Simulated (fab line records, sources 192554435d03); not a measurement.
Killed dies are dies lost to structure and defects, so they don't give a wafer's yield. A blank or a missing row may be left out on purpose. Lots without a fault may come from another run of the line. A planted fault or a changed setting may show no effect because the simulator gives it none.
Chamber matching | flow n5_finfet | N5_BEOL_M5_CURE_80 on uv_cure-01: 3 sister chambers
The step cures SiCOH lowk, time 120 s. 22 wafers are shown with their chamber, then 11 later ones without.

WAFERS WITH THEIR CHAMBER
wafer  | chamber | wafer_temp_C_max | lamp_power_pct (%)
L075.1 | 1       | 373.3            | 52.37
L075.2 | 1       | 373.6            | 52.40
L075.6 | 1       | 372.2            | 52.29
L077.2 | 0       | 371.1            | 52.30
L077.3 | 0       | 371.3            | 52.30
L077.6 | 0       | 371.4            | 52.33
L079.3 | 0       | 370.6            | 52.41
L079.4 | 0       | 371.3            | 52.39
L079.6 | 0       | 371.0            | 52.24
L081.1 | 0       | 370.9            | 52.29
L081.3 | 0       | 370.7            | 52.32
L081.5 | 0       | 370.8            | 52.39
L084.1 | 1       | 372.1            | 52.25
L084.3 | 1       | 371.6            | 52.30
L084.6 | 1       | 372.5            | 52.26
L086.1 | 1       | 372.6            | 52.31
L086.4 | 1       | 372.4            | 52.27
L086.5 | 1       | 372.7            | 52.28
L088.3 | 2       | 371.2            | 52.47
L088.4 | 2       | 371.1            | 52.20
L088.6 | 2       | 371.1            | 52.33
L089.3 | 0       | 371.6            | 52.30

SIGNATURES (means of the wafers above)
reading          | chamber 0 | chamber 1 | chamber 2 | scatter within a chamber
wafer_temp_C_max | 371.070   | 372.556   | 371.133   | 0.454
lamp_power_pct   | 52.3270   | 52.3033   | 52.3333   | 0.066
Rule: a wafer's distance from a chamber is the root of the sum, over the readings, of the square of ((its reading less the chamber's mean) divided by the reading's scatter). The wafer belongs to the nearest chamber; if the next one is less than 2 further off, it can't be placed. The scatter: the root of (the sum of the squares of (reading less its chamber's mean) over the shown wafers, divided by (wafers less chambers)).

WAFERS WITHOUT THEIR CHAMBER
wafer  | wafer_temp_C_max | lamp_power_pct (%)
L089.4 | 371.3            | 52.33
L089.6 | 371.4            | 52.24
L093.1 | 371.3            | 52.33
L093.2 | 371.4            | 52.30
L093.5 | 371.2            | 52.27
L092.2 | 371.1            | 52.35
L092.4 | 370.9            | 52.35
L092.6 | 371.3            | 52.22
L097.2 | 370.7            | 52.36
L097.4 | 371.1            | 52.27
L097.6 | 371.1            | 52.23

WHICH CHAMBER EACH WENT THROUGH
wafer  | from the rows above          | in truth
L089.4 | can't be placed: 2 or 0      | 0
L089.6 | can't be placed: 0 or 2 or 1 | 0
L093.1 | can't be placed: 2 or 0      | 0
L093.2 | can't be placed: 2 or 0 or 1 | 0
L093.5 | can't be placed: 0 or 2      | 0
L092.2 | can't be placed: 2 or 0      | 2
L092.4 | can't be placed: 0 or 2      | 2
L092.6 | can't be placed: 0 or 2 or 1 | 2
L097.2 | can't be placed: 0 or 2      | 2
L097.4 | can't be placed: 0 or 2      | 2
L097.6 | can't be placed: 0 or 2 or 1 | 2
Placed correctly: 0 of 11. Can't be placed from these rows: 11 (the true chamber is among the candidates in 11). Placed wrongly: 0.
